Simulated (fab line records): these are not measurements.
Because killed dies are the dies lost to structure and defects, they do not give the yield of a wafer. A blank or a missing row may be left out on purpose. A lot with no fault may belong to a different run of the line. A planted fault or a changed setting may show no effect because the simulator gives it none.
The tool behind it: which one? | flow nandHarc | 11 lots with 33 wafers sampled at 5 steps, on a route of 1302 steps

WHAT THE GAUGES SHOWED, per wafer
NHARC_P_GATE_INSPECT_28.
lot  | measured     | on               | rawDefectCount
L235 | day 5 17:02  | defectInspect-02 | 6 2 4
L236 | day 5 16:34  | defectInspect-02 | 6 9 5
L238 | day 6 17:32  | defectInspect-02 | 3 3 2
L239 | day 7 11:31  | defectInspect-01 | 27 13 25
L240 | day 7 11:58  | defectInspect-01 | 19 17 29
L247 | day 10 15:38 | defectInspect-01 | 10 4 6
L249 | day 11 08:25 | defectInspect-01 | 4 7 2
L252 | day 12 10:34 | defectInspect-02 | 4 1 3
L254 | day 13 08:19 | defectInspect-02 | 3 7 3
L256 | day 14 02:50 | defectInspect-02 | 9 10 5
L257 | day 14 18:25 | defectInspect-02 | 5 9 7

WHAT TOOL EACH LOT RAN ON (gives the tool, then ch and the chambers of the sampled wafers, and finally the start)
lot  | NHARC_P_STI_ETCH_31                          | NHARC_P_STI_ETCH_15             | NHARC_P_GATE_DESCUM_13            | NHARC_P_GATE_CVD_17
L235 | rieDiel-07 ch 0,3, day 3 11:28 or earlier    | rieSi-05 ch 1,2, day 3 11:28    | rieDiel-10 ch 0,1,3, day 5 01:04  | lpcvdPoly-03 ch 0, day 5 10:53
L236 | rieDiel-11 ch 1,2,3, day 3 15:22 or earlier  | rieSi-03 ch 0,2,3, day 3 15:22  | rieDiel-06 ch 0,2,3, day 5 01:13  | lpcvdPoly-03 ch 0, day 5 10:53
L238 | rieDiel-07 ch 2,3, day 4 13:23 or earlier    | rieSi-04 ch 1,2, day 4 13:23    | rieDiel-06 ch 1,3, day 5 22:44    | lpcvdPoly-01 ch 0, day 6 13:36
L239 | rieDiel-11 ch 0,1,2, day 4 22:29 or earlier  | rieSi-04 ch 0,1,2, day 4 22:29  | rieDiel-02 ch 0,2,3, day 6 14:11  | lpcvdPoly-01 ch 0, day 7 04:14
L240 | rieDiel-11 ch 0,2,3, day 5 06:45 or earlier  | rieSi-05 ch 1,2,3, day 5 06:45  | rieDiel-10 ch 0,2,3, day 6 18:31  | lpcvdPoly-01 ch 0, day 7 04:14
L247 | rieDiel-07 ch 0,2,3, day 8 04:42 or earlier  | rieSi-05 ch 0,1,3, day 8 04:42  | rieDiel-10 ch 0,2,3, day 9 23:32  | lpcvdPoly-04 ch 0, day 10 09:20
L249 | rieDiel-13 ch 0,1,2, day 9 04:34 or earlier  | rieSi-03 ch 1,3, day 9 04:34    | rieDiel-06 ch 0,1,2, day 10 13:40 | lpcvdPoly-04 ch 0, day 10 23:24
L252 | rieDiel-11 ch 0,2,3, day 10 06:45 or earlier | rieSi-05 ch 0,1,3, day 10 06:45 | rieDiel-02 ch 2,3, day 11 20:20   | lpcvdPoly-03 ch 0, day 12 06:22
L254 | rieDiel-07 ch 0,1,3, day 11 04:55 or earlier | rieSi-04 ch 0,1,3, day 11 04:55 | rieDiel-06 ch 0,1,3, day 12 17:47 | lpcvdPoly-04 ch 0, day 13 03:41
L256 | rieDiel-11 ch 0,1,2, day 12 01:10 or earlier | rieSi-05 ch 0,2,3, day 12 01:10 | rieDiel-02 ch 0,1,3, day 13 12:34 | lpcvdPoly-01 ch 0, day 13 22:32
L257 | rieDiel-13 ch 0,1, day 12 10:52 or earlier   | rieSi-03 ch 1,2, day 12 10:52   | rieDiel-10 ch 0,3, day 14 01:38   | lpcvdPoly-01 ch 0, day 14 14:20
- NHARC_P_STI_ETCH_31: etches the open film in CF4/CHF3, target depth 108.9 nm, time 54.5 s.
- NHARC_P_STI_ETCH_15: etches the open film in HBr/Cl2, target depth 300 nm, time 100.1 s.
- NHARC_P_GATE_DESCUM_13: chemistry O2, time 3 s.
- NHARC_P_GATE_CVD_17: deposits poly-Si, target thk 150 nm, time 900 s.

THE ANSWER, worked out from the rows above alone
Rule: the usual values come from the lots themselves. Put in order of their means at a reading, lots are off if they are a third of the lots or fewer, leave a main group of 4 or more, and stand apart from it by a gap of 3 or more times the standard deviation of the main group's means; of several such gaps the widest counts. A main group is skipped when, at the precision printed for the reading in the tables above, its means are all equal. A lot without any number at a reading at which 4 lots or more have one is off too. All remaining lots with rows at the step are treated as sound.
Off at NHARC_P_GATE_INSPECT_28 (rawDefectCount): L239, L240. For the main group the mean is 5.1 and the standard deviation 1.9.
A tool fits if, at a process step before that reading, it ran every lot that is off, and no sound lot after the first of them. Gauges at NHARC_P_GATE_INSPECT_28: tried the same way as those tools. NHARC_P_STI_ETCH_31 gives no start for some lots, so the hours and the order of its lots are those of NHARC_P_STI_ETCH_15. None of those tried fits.

WHAT THE SIMULATOR HAD PUT IN
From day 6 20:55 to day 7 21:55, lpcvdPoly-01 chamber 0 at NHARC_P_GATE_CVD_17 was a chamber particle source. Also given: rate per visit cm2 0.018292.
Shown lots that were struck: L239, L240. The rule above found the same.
